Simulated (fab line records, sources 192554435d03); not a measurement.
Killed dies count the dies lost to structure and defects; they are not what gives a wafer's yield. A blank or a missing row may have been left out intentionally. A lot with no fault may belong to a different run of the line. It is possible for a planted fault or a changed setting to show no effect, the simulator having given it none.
Split-lot experiment ; flow n5 finfet ; 21 wafers read across 7 lots, on a route 1938 steps long

ABOUT THE SPLIT
At N5_BEOL_M7_COAT_60 (time 60 s, resist thk 35 nm), the setting spin rpm was moved away from the recipe's 1500 rpm on 8 of the 21 wafers read, by -11.0% to +7.5%. The other wafers ran this setting at the recipe's value.

FROM THE SPLIT TO THE READING: what the file shows between them, 4 steps
- N5_BEOL_M7_COAT_05: resist thk 90 nm
- N5_BEOL_M7_EBR_07
- N5_BEOL_M7_DESCUM_16: chemistry O2, time 7.9 s
- N5_BEOL_M7_ETCH_61: etches SiARC in CF4, target depth 45.5 nm, time 75.8 s

THE READING
SiARC_of_BEOL_M7_COAT_60.thk nm (the simulator's own value, which no gauge read), in nm, at N5_BEOL_M7_ETCH_62 (etches SOC in N2/H2, target depth 110 nm, overetch 22 nm, time 165 s). No usual value for it is given in the file. The 13 wafers here that ran the recipe average 28.4 nm, standard deviation 0.25 nm.

wafer;tool, chamber at the split;spin rpm as run, rpm;against the recipe;SiARC_of_BEOL_M7_COAT_60.thk nm, nm;against lot-mates on the recipe
L075.1;litho track-05, 0;1500;recipe;28.6;-
L075.3;litho track-05, 0;1585;+5.7%;27.6;-0.7
L075.6;litho track-05, 0;1500;recipe;28;-
L076.2;litho track-01, 0;1351;-9.9%;30.4;+1.8
L076.6;litho track-01, 0;1351;-9.9%;30.4;+1.8
L076.3;litho track-01, 0;1500;recipe;28.6;-
L079.2;litho track-02, 0;1500;recipe;28.4;-
L079.3;litho track-02, 0;1500;recipe;28.6;-
L079.4;litho track-02, 0;1500;recipe;28.6;-
L083.1;litho track-02, 0;1500;recipe;28.6;-
L083.3;litho track-02, 0;1500;recipe;28.2;-
L083.5;litho track-02, 0;1500;recipe;28.2;-
L091.3;litho track-05, 0;1356;-9.6%;30.2;+1.4
L091.5;litho track-05, 0;1356;-9.6%;30.2;+1.4
L091.4;litho track-05, 0;1500;recipe;28.8;-
L092.4;litho track-01, 0;1335;-11.0%;30;+1.7
L092.5;litho track-01, 0;1500;recipe;28;-
L092.6;litho track-01, 0;1500;recipe;28.6;-
L094.2;litho track-05, 0;1613;+7.5%;27.2;-1.2
L094.4;litho track-05, 0;1613;+7.5%;27.2;-1.2
L094.3;litho track-05, 0;1500;recipe;28.4;-

THE FIT
A straight line over all 21 wafers: SiARC_of_BEOL_M7_COAT_60.thk nm changes by -0.174 nm for each +1% of spin rpm; r = -0.97; the points scatter about the line by 0.24 nm.
The same after taking each lot's own level away (the mean of its wafers on the recipe; 21 wafers): -0.159 nm for each +1%; r = -0.98; scatter 0.19 nm.
The reading moves by 1.7 nm for the largest change in spin rpm, on that fit.
The span of the lots' own levels, 28.30 to 28.80 nm, comes to 2.0 times the standard deviation stated above.
So the lot-to-lot level changes the slope little: the two slopes agree.
Check: with one of the wafers moved furthest among these (-11.0%) left out of the fit, the line predicts +1.78 nm for it against its lot-mates. It came out at +1.7 nm against them.

THE OTHER SPLITS THESE WAFERS WENT THROUGH
Before the reading, these wafers also passed through other splits. Each is held against what the fit with the lots' levels taken away leaves over:
other split on the same wafers;wafers away from the commonest value;r with SiARC_of_BEOL_M7_COAT_60.thk nm (lot level and that fit taken away)
N5_BEOL_M5_HM_DEP_02 target thk a;7;+0.14
N5_BEOL_M6_COAT_22 spin rpm;9;-0.20
N5_BEOL_M7_HM_DEP_02 target thk a;4;-0.23

THE WHOLE CHAIN: every reading that the file lists as answering this split, in the file's order
step;what it does;reading;change (the file's fit);r (the file's)
N5_BEOL_M7_COAT_60;time 60 s, resist thk 35 nm;SiARC_of_BEOL_M7_COAT_60.thk nm (the simulator's own value, which no gauge read);-0.186 nm for each +1% of the setting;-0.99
N5_BEOL_M7_ETCH_61;etches SiARC in CF4, target depth 45.5 nm, time 75.8 s;etch rf on time s;withheld for each +1% of the setting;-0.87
N5_BEOL_M7_ETCH_61;etches SiARC in CF4, target depth 45.5 nm, time 75.8 s;etch.depth nm (the simulator's own value, which no gauge read);-0.179 nm for each +1% of the setting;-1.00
N5_BEOL_M7_ETCH_61;etches SiARC in CF4, target depth 45.5 nm, time 75.8 s;CAR-ArF_of_BEOL_M7_COAT_05.thk nm (the simulator's own value, which no gauge read);+0.157 nm for each +1% of the setting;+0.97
N5_BEOL_M7_ETCH_62;etches SOC in N2/H2, target depth 110 nm, overetch 22 nm, time 165 s;SiARC_of_BEOL_M7_COAT_60.thk nm (the simulator's own value, which no gauge read);-0.157 nm for each +1% of the setting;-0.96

THE FILE'S OWN FIT
SiARC_of_BEOL_M7_COAT_60.thk nm changes by -0.157 nm for each +1% of spin rpm, r = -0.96.
